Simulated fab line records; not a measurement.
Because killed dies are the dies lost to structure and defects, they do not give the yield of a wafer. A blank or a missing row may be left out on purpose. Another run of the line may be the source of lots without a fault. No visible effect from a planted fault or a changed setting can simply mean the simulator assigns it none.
Matching of chambers | flow n5-finfet | ald-sin-03 running N5_MOL_CONTACT_COAG_ALD_123: 4 sister chambers
The step deposits SiNx, target thk 5 nm, pulse time 1 s, purge time 2 s. 14 wafers are shown with their chamber, then 7 later ones without.

== WAFERS PAIRED WITH THEIR CHAMBERS ==
wafer  | chamber | heater-power-w (W) | precursor-pulse-height-rel
L083.1 | 2       | 739                | 1.025
L083.2 | 0       | 790                | 0.989
L083.3 | 3       | 977                | 0.991
L083.4 | 1       | 892                | 1.018
L083.5 | 3       | 975                | 0.973
L083.6 | 2       | 732                | 1.006
L087.2 | 1       | 859                | 1.008
L087.4 | 0       | 764                | 1.008
L087.5 | 0       | 784                | 0.996
L090.1 | 3       | 947                | 1.018
L090.2 | 1       | 858                | 1.004
L090.3 | 2       | 720                | 0.990
L091.2 | 2       | 729                | 1.000
L091.4 | 3       | 964                | 1.018

SIGNATURES, as means of the wafers listed above
reading                    | chamber 0 | chamber 1 | chamber 2 | chamber 3 | scatter within a chamber
heater-power-w             | 779.33    | 869.67    | 730.00    | 965.75    | 13.7
precursor-pulse-height-rel | 0.99767   | 1.01000   | 1.00525   | 1.00000   | 0.0155
Rule: a wafer's distance from a chamber is the root of the sum, over the readings, of the square of ((its reading less the chamber's mean) divided by the reading's scatter). The wafer belongs to the nearest chamber; if the next one is less than 2 further off, it can't be placed. The scatter: take each reading less its chamber's mean, square it, sum over the shown wafers, divide by the number of wafers less the number of chambers, and take the root.

== WAFERS WITHOUT THEIR CHAMBER ==
wafer  | heater-power-w (W) | precursor-pulse-height-rel
L091.6 | 882                | 1.045
L094.3 | 934                | 0.950
L094.4 | 761                | 1.003
L094.6 | 869                | 0.996
L095.4 | 879                | 1.011
L095.5 | 749                | 1.006
L095.6 | 866                | 0.986

== WHICH CHAMBER EACH ONE RAN IN ==
wafer  | from the rows above     | in truth
L091.6 | 1                       | 1
L094.3 | 3                       | 3
L094.4 | can't be placed: 0 or 2 | 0
L094.6 | 1                       | 1
L095.4 | 1                       | 1
L095.5 | can't be placed: 2 or 0 | 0
L095.6 | 1                       | 1
Placed correctly: 5 of 7. Can't be placed from these rows: 2 (the true chamber is among the candidates in 2). 0 placed wrongly.
